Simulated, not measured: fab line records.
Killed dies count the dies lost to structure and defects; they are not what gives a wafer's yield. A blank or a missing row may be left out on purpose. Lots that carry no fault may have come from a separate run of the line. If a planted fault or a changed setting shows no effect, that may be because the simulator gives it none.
Which of the tools did it? + flow nand harc + Sampling: 6 lots, 18 wafers, 2 of 1302 route steps

WHAT THE GAUGES SHOWED, per wafer
NHARC_P_GATE_CD_MEAS_11: target cd 1640 nm.
| lot  | measured     | on        | cd nm (nm)           |
|------|--------------|-----------|----------------------|
| L595 | day 4 16:28  | cd sem-01 | 1641.1 1642.2 1640.2 |
| L597 | day 5 18:36  | cd sem-02 | 1638.9 1639.2 1639.3 |
| L601 | day 7 07:29  | cd sem-02 | 1639.6 1636.7 1637.5 |
| L605 | day 8 20:01  | cd sem-03 | 1639.7 1639.9 1638.7 |
| L607 | day 9 21:03  | cd sem-01 | 1641.5 1642.4 1640.8 |
| L610 | day 11 11:31 | cd sem-03 | 1637.6 1638.5 1638.0 |

WHICH TOOL RAN EACH LOT (tool, then ch and the chambers of the sampled wafers, then the start)
| lot  | NHARC_P_GATE_EXPOSE_08            |
|------|-----------------------------------|
| L595 | krf scanner-02 ch 0, day 4 16:19  |
| L597 | krf scanner-03 ch 0, day 5 18:26  |
| L601 | krf scanner-01 ch 0, day 7 07:20  |
| L605 | krf scanner-03 ch 0, day 8 19:52  |
| L607 | krf scanner-03 ch 0, day 9 20:53  |
| L610 | krf scanner-02 ch 0, day 11 11:22 |
- NHARC_P_GATE_EXPOSE_08: exposes mask P HV.

THE ANSWER, worked out from the rows above alone
Rule: the lots themselves supply what counts as usual. The widest of any qualifying gaps counts: lots, ordered by their means at a reading, are off when they make up no more than a third of the lots, leave a main group of 4 or more, and stand apart from it by 3 or more times the standard deviation of that group's means. If all means in a main group match to the digits the tables above print for the reading, that group is not used. A lot without any number at a reading at which 4 lots or more have one is off too. All remaining lots with rows at the step are treated as sound.
None of the lots is off at any reading shown; this tells nothing.

WHAT HAD BEEN PUT IN BY THE SIMULATOR
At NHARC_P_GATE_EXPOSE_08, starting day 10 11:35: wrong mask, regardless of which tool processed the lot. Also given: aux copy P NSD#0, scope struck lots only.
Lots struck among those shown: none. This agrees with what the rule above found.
